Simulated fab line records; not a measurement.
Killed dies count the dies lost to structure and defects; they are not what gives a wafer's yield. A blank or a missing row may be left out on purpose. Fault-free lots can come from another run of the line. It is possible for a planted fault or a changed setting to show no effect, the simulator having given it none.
Split-lot study    flow n5_finfet    on a route of 1938 steps: 7 lots, 21 wafers read

## THE SPLIT ITSELF
At N5_BEOL_M0_SAQP_DESCUM_19 (chemistry O2, time 7.9 s), the setting time_s was moved away from the recipe's 7.9 s on 5 of the 21 wafers read, by -21.2% to +9.2%. This setting was run at the recipe's value on the other wafers.

There is no step in the file separating the split from the reading.

## THE READING
CAR-ArF_of_BEOL_M0_SAQP_COAT_08.thk_nm (the simulator's own value, which no gauge read), in nm, at N5_BEOL_M0_SAQP_ETCH_83 (etches SiARC in CF4, target depth 39 nm, time 65 s). There is no usual value for it anywhere in the file. Here, 16 wafers ran the recipe; their average is 55.6 nm with a standard deviation of 0.26 nm.

wafer   tool, chamber at the split  time_s as run, s  against the recipe  CAR-ArF_of_BEOL_M0_SAQP_COAT_08.thk_nm, nm  against lot-mates on the recipe
L074.1  rie_diel-02, 1,2            6.227             -21.2%              56                                          +0.8
L074.2  rie_diel-02, 3              7.9               recipe              55.2                                        -
L074.3  rie_diel-02, 1,2            6.227             -21.2%              56.2                                        +1.0
L077.3  rie_diel-04, 3,0,3          7.9               recipe              55.6                                        -
L077.4  rie_diel-04, 3,0,3          7.9               recipe              56                                          -
L077.5  rie_diel-04, 3,0,3          7.9               recipe              55.8                                        -
L078.2  rie_diel-03, 2,3            7.9               recipe              55.6                                        -
L078.5  rie_diel-03, 2,3            7.9               recipe              55.6                                        -
L078.4  rie_diel-03, 3              6.783             -14.1%              56.4                                        +0.8
L081.3  rie_diel-02, 2              8.396             +6.3%               55.6                                        -0.1
L081.4  rie_diel-02, 1,0            7.9               recipe              55.8                                        -
L081.5  rie_diel-02, 1,0            7.9               recipe              55.6                                        -
L084.1  rie_diel-04, 0,1,0          7.9               recipe              56                                          -
L084.4  rie_diel-04, 0,1,0          7.9               recipe              56                                          -
L084.5  rie_diel-04, 0,1,0          7.9               recipe              55.8                                        -
L087.1  rie_diel-03, 0,2,3          7.9               recipe              55.6                                        -
L087.3  rie_diel-03, 0,2,3          7.9               recipe              55.4                                        -
L087.4  rie_diel-03, 0,2,3          7.9               recipe              55.2                                        -
L094.3  rie_diel-02, 1,2            7.9               recipe              55.2                                        -
L094.4  rie_diel-02, 0              8.623             +9.2%               54.8                                        -0.6
L094.6  rie_diel-02, 1,2            7.9               recipe              55.6                                        -
Where a row lists several chambers, the file gives one row for several wafers and doesn't say which wafer went through which chamber.

THE FIT
A straight line over all 21 wafers: CAR-ArF_of_BEOL_M0_SAQP_COAT_08.thk_nm changes by -0.0325 nm for each +1% of time_s; r = -0.65; the points scatter about the line by 0.29 nm.
The same after taking each lot's own level away (the mean of its wafers on the recipe; 21 wafers): -0.0455 nm for each +1%; r = -0.92; scatter 0.15 nm.
That fit puts the effect of the largest move of time_s on the reading at 0.96 nm.
The lots' own levels span 55.20 to 55.93 nm, that is 2.8 times the standard deviation above.
So the lot-to-lot level blurs the effect unless lot-mates are compared.
Check: +1.06 nm against its lot-mates is what the line predicts for one of the wafers moved furthest among these (-21.2%) when that wafer is left out of the fit. It came out at +0.8 nm against them.

## OTHER SPLITS APPLIED TO THESE WAFERS
These wafers also went through other splits before the reading. Each is held against what the fit with the lots' levels taken away leaves over:
other split on the same wafers        wafers away from the commonest value  r with CAR-ArF_of_BEOL_M0_SAQP_COAT_08.thk_nm (lot level and that fit taken away)
N5_MOL_CONTACT_COAG_COAT_64 spin_rpm  7                                     +0.10
N5_BEOL_M0_SAQP_EXPOSE_11 dose_mj     6                                     +0.21

## FILE'S OWN FIT
CAR-ArF_of_BEOL_M0_SAQP_COAT_08.thk_nm changes by -0.0473 nm for each +1% of time_s, r = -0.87.
